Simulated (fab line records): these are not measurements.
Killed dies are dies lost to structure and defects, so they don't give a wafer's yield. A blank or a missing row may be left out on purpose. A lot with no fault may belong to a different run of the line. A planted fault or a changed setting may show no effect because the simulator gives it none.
Chamber matching / flow nand-harc / NHARC_A_BLC_DESCUM_15 on rie-diel-09: 4 sister chambers
The step chemistry O2, time 3 s. 8 wafers are shown with their chamber, then 12 later ones without.

WAFERS WITH THEIR CHAMBER
wafer=L085.6; chamber=1; drypump-motor-current-A (A)=5.5; rf-vpp-V (V)=56.9
wafer=L089.2; chamber=3; drypump-motor-current-A (A)=5.7; rf-vpp-V (V)=56.6
wafer=L089.5; chamber=1; drypump-motor-current-A (A)=5.5; rf-vpp-V (V)=56.6
wafer=L088.2; chamber=2; drypump-motor-current-A (A)=4.6; rf-vpp-V (V)=60.2
wafer=L088.5; chamber=0; drypump-motor-current-A (A)=4.9; rf-vpp-V (V)=58.1
wafer=L092.1; chamber=3; drypump-motor-current-A (A)=5.6; rf-vpp-V (V)=57.2
wafer=L092.2; chamber=2; drypump-motor-current-A (A)=4.6; rf-vpp-V (V)=58.2
wafer=L092.4; chamber=0; drypump-motor-current-A (A)=4.9; rf-vpp-V (V)=59.6

WAFERS WITHOUT THEIR CHAMBER
wafer=L095.2; drypump-motor-current-A (A)=5.7; rf-vpp-V (V)=58.1
wafer=L095.5; drypump-motor-current-A (A)=4.6; rf-vpp-V (V)=58.5
wafer=L095.6; drypump-motor-current-A (A)=5.5; rf-vpp-V (V)=58.7
wafer=L094.1; drypump-motor-current-A (A)=5.0; rf-vpp-V (V)=56.9
wafer=L094.4; drypump-motor-current-A (A)=4.6; rf-vpp-V (V)=58.8
wafer=L094.5; drypump-motor-current-A (A)=4.9; rf-vpp-V (V)=56.3
wafer=L096.1; drypump-motor-current-A (A)=5.7; rf-vpp-V (V)=58.1
wafer=L096.3; drypump-motor-current-A (A)=5.5; rf-vpp-V (V)=58.5
wafer=L096.4; drypump-motor-current-A (A)=4.6; rf-vpp-V (V)=58.4
wafer=L097.1; drypump-motor-current-A (A)=5.5; rf-vpp-V (V)=57.0
wafer=L097.2; drypump-motor-current-A (A)=4.9; rf-vpp-V (V)=57.9
wafer=L097.5; drypump-motor-current-A (A)=5.7; rf-vpp-V (V)=57.5

EACH ONE'S CHAMBER
wafer=L095.2; from the rows above=3; in truth=3
wafer=L095.5; from the rows above=2; in truth=2
wafer=L095.6; from the rows above=1; in truth=1
wafer=L094.1; from the rows above=0; in truth=0
wafer=L094.4; from the rows above=2; in truth=2
wafer=L094.5; from the rows above=0; in truth=0
wafer=L096.1; from the rows above=3; in truth=3
wafer=L096.3; from the rows above=1; in truth=1
wafer=L096.4; from the rows above=2; in truth=2
wafer=L097.1; from the rows above=1; in truth=1
wafer=L097.2; from the rows above=0; in truth=0
wafer=L097.5; from the rows above=3; in truth=3
Correctly placed: 12 of 12. Number that these rows cannot place: 0. Number placed wrongly: 0.
How it was worked out, from the rows above alone: a wafer's distance from a chamber is the root of the sum, over the readings, of the square of ((its reading less the chamber's mean) divided by the reading's scatter). The wafer belongs to the nearest chamber; if the next one is less than 2 further off, it can't be placed. A chamber's mean is the mean of its shown wafers. The scatter: the root of (the sum of the squares of (reading less its chamber's mean) over the shown wafers, divided by (wafers less chambers)).
